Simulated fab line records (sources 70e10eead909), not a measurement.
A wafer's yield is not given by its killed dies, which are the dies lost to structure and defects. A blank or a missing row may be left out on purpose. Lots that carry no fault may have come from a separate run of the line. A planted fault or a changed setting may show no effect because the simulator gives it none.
Check of tool commonality || flow nand harc || Sampled: 2 lots, 6 wafers

== WHAT PROMPTED THE OPENING ==
Flagged at NHARC_END_SORT_01: reading killed at array, on 2 of 2 lots. Wafers without a fault read 29, standard deviation 10.
Rule: a lot is flagged in two cases, either no wafer of it has a number, or all its wafers with numbers fall more than 4 standard deviations from that mean. All remaining lots are regarded as sound.

{"lot": "L562", "measured": "day 21 04:43", "on": "prober-02", "killed at array, wafer by wafer": "103 115 111", "flag": "FLAGGED"}
{"lot": "L563", "measured": "day 21 16:08", "on": "prober-01", "killed at array, wafer by wafer": "104 127 125", "flag": "FLAGGED"}
The numbers of the flagged lots are 114 on average: +85 against the usual, or +9 standard deviations.

== WHICH TOOL EACH LOT WENT THROUGH ==
3 process steps preceding the reading are held in the record, out of 1159 steps in the route. Cell contents, in order: the tool; ch with the chambers the sampled wafers went through; the start.
{"lot": "L562", "flag": "FLAGGED", "NHARC_A_CONTACT_ETCH_127": "har cap etch-01 ch 0,1, day 18 11:02", "NHARC_A_BONDPAD_ETCH_34": "rie diel-11 ch 0,1,3, day 19 18:35", "NHARC_THIN_TSV_DEP_43": "pecvd-01 ch 0,2, day 20 09:54"}
{"lot": "L563", "flag": "FLAGGED", "NHARC_A_CONTACT_ETCH_127": "har cap etch-01 ch 1, day 19 01:40", "NHARC_A_BONDPAD_ETCH_34": "rie diel-12 ch 0,3, day 20 07:35", "NHARC_THIN_TSV_DEP_43": "pecvd-01 ch 0,2, day 21 00:27"}
These steps, and what they do:
- NHARC_A_CONTACT_ETCH_127: etches the open film in C4F8/O2/Ar, time 155 s, target depth 956 nm.
- NHARC_A_BONDPAD_ETCH_34: etches the open film in N2/H2, target depth 60 nm, overetch 18 nm, time 65.91 s.
- NHARC_THIN_TSV_DEP_43: deposits SiO2, target thk 1328.5 nm.
- NHARC_END_SORT_01

== FLAGGED AGAINST TOTAL, ONE TOOL AT A TIME (gauges that did the reading follow at the end) ==
{"step": "NHARC_A_CONTACT_ETCH_127", "tool": "har cap etch-01", "lots run": 2, "flagged": 2, "share of the flagged lots": "all", "sound lots run after its first flagged lot": 0}
{"step": "NHARC_A_BONDPAD_ETCH_34", "tool": "rie diel-11", "lots run": 1, "flagged": 1, "share of the flagged lots": "some", "sound lots run after its first flagged lot": 0}
{"step": "NHARC_A_BONDPAD_ETCH_34", "tool": "rie diel-12", "lots run": 1, "flagged": 1, "share of the flagged lots": "some", "sound lots run after its first flagged lot": 0}
{"step": "NHARC_THIN_TSV_DEP_43", "tool": "pecvd-01", "lots run": 2, "flagged": 2, "share of the flagged lots": "all", "sound lots run after its first flagged lot": 0}
{"step": "NHARC_END_SORT_01", "tool": "prober-01", "lots run": 1, "flagged": 1, "share of the flagged lots": "some", "sound lots run after its first flagged lot": 0}
{"step": "NHARC_END_SORT_01", "tool": "prober-02", "lots run": 1, "flagged": 1, "share of the flagged lots": "some", "sound lots run after its first flagged lot": 0}

== WHAT THE TABLE PERMITS ==
har cap etch-01 at NHARC_A_CONTACT_ETCH_127 and pecvd-01 at NHARC_THIN_TSV_DEP_43 are the 2 rows of the table that ran each flagged lot.
- har cap etch-01 at NHARC_A_CONTACT_ETCH_127: 2 of its 2 lots flagged. The start can't be narrowed down: in this sample, it ran no sound lot prior to its first flagged lot.
- pecvd-01 at NHARC_THIN_TSV_DEP_43: 2 of its 2 lots flagged. The start can't be narrowed down: in this sample, it ran no sound lot prior to its first flagged lot.
A lot count leaves these 2 tools indistinguishable: every one of them fits a fault beginning at some hour. More lots, or a look at what each step does to the wafer, might.

== WHAT THE SIMULATOR HAD INSERTED ==
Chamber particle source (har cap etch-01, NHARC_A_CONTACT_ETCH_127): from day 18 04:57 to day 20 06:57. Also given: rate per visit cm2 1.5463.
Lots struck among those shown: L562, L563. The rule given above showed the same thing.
